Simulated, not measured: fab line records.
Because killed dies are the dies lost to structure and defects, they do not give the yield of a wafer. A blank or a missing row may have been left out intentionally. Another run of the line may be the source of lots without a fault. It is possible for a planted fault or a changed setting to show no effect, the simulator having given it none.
Problem report, 8D (eight disciplines) form, completed by code	flow n5Finfet	the parts of the form that need people (team, actions taken, sign-off) are left out

== 1. THE PROBLEM ==
trenchDepthNm at N5_BEOL_M4_OCD_MEAS_38 reads a mean of 49.0 nm on 1 wafer of 1 lot; wafers without a fault read 55.8 nm with a standard deviation of 1.4. Measured from the usual mean, that is -4.9 standard deviations.
The first sign was on wafer L324.3 at day 11 07:25, on ocd-02. The record holds 25 wafers of 9 lots with a number at this step. Rule for "out" (also "out of limits"): further than 4 standard deviations from the usual mean. The other wafers with a number count as sound.

== 2. WHAT THIS IS AND IS NOT ==
question	is	is not
which readings at this step	trenchDepthNm	-
which lots	L324	L312, L314, L318, L319, L331, L332, L334, L335
which wafers of those lots	L324.3	L324.4, L324.5
read on which gauges	ocd-02	ocd-01
when	from day 11 07:25	up to then (13 sound wafers); but 11 sound wafers of L331, L332, L334, L335 came after

== 3. SUSPECTS, AND WHAT RULES EACH OUT ==
Counting: a tool at a process step up to the reading stays a suspect if it ran every lot that is out. Sound lots after the first of them don't rule it out here, since some wafers of a struck lot are sound.
- ruled out: the gauge at N5_BEOL_M4_OCD_MEAS_38. All the wafers that are out were read on ocd-02, but those of them that N5_BEOL_M4_TRENCH_ETCH_37 has rows for are out there too, on other tools.
- rieDiel-01 at N5_BEOL_M4_DESCUM_33 (chemistry O2, time 7 s): kept. It ran the lot that is out, L324 (day 11 04:11).
- aldSin-02 at N5_BEOL_M4_ALD_98 (deposits SiO2, target thk 2.5 nm, pulse time 1 s, co reactant pulse time 1 s): kept. It ran the lot that is out, L324 (day 11 04:19); its last sound lot up to then is L318 (day 9 09:25).
- rieDiel-01 at N5_BEOL_M4_TRENCH_ETCH_37 (etches SiOC in C4F6/O2, target depth 55.555 nm, time 29.2 s): kept. It ran the lot that is out, L324 (day 11 07:16); its last sound lot up to then is L318 (day 9 17:31). Its own biasW, rfVppV readings are out on those wafers.
- At N5_BEOL_M4_DESCUM_33 on rieDiel-01, chamber 2 took the sound wafers of the same lots and chamber 1 took the wafers that are out.
- At N5_BEOL_M4_TRENCH_ETCH_37, inside rieDiel-01: chamber 3 took the wafers that are out, while their sound lot-mates went through chambers 0, 1.
Left after counting: rieDiel-01 at N5_BEOL_M4_DESCUM_33, aldSin-02 at N5_BEOL_M4_ALD_98, rieDiel-01 at N5_BEOL_M4_TRENCH_ETCH_37.

== 4. THE CAUSE (what the simulator had put in) ==
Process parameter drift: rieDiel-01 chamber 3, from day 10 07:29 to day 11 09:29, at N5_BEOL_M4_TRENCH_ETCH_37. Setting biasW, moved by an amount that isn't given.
Of the 3 suspects that counting leaves, this tool is one.

== 5. SEQUENCE OF EFFECTS, ordered by route ==
Each row: a reading where the mean over the struck wafers with a number is more than 3 standard deviations away from the usual. Scope: only readings with a usual standard deviation given in the record; hours: median across lots of the time from each lot's start at the first step in this table that gives one to its start at this step; sigmas: change in usual standard deviations.
hours	step	reading	usual	on struck wafers	change	sigmas
0	N5_BEOL_M4_TRENCH_ETCH_37	biasW	185.1 W	134.8	-50.3	-97
0	N5_BEOL_M4_TRENCH_ETCH_37	rfVppV	667 V	509	-158	-6.9
0	N5_BEOL_M4_OCD_MEAS_38	trenchDepthNm	55.8 nm	49.0	-6.8	-4.9
The process steps in it:
- N5_BEOL_M4_TRENCH_ETCH_37: etches SiOC in C4F6/O2, target depth 55.555 nm, time 29.2 s.
At these later measuring or inspecting steps, every struck wafer for which the step has a row has a number for every such reading, and none has moved that far: N5_BEOL_M4_RC_MEAS_101.

== 6. HOW IT WOULD HAVE BEEN CAUGHT EARLIER ==
In this record the first reading out of limits at a measuring or inspecting step was taken at day 11 07:25, 24 hours after the fault began at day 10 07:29.
The tool's own readings at N5_BEOL_M4_TRENCH_ETCH_37 were out on every struck wafer that the step has a row for (biasW, rfVppV): an alarm limit on them would have fired on the first of those.
By day 11 07:25, every lot that is out (1) had started N5_BEOL_M4_TRENCH_ETCH_37 on rieDiel-01. None of them would have been spared by holding the tool at that moment.
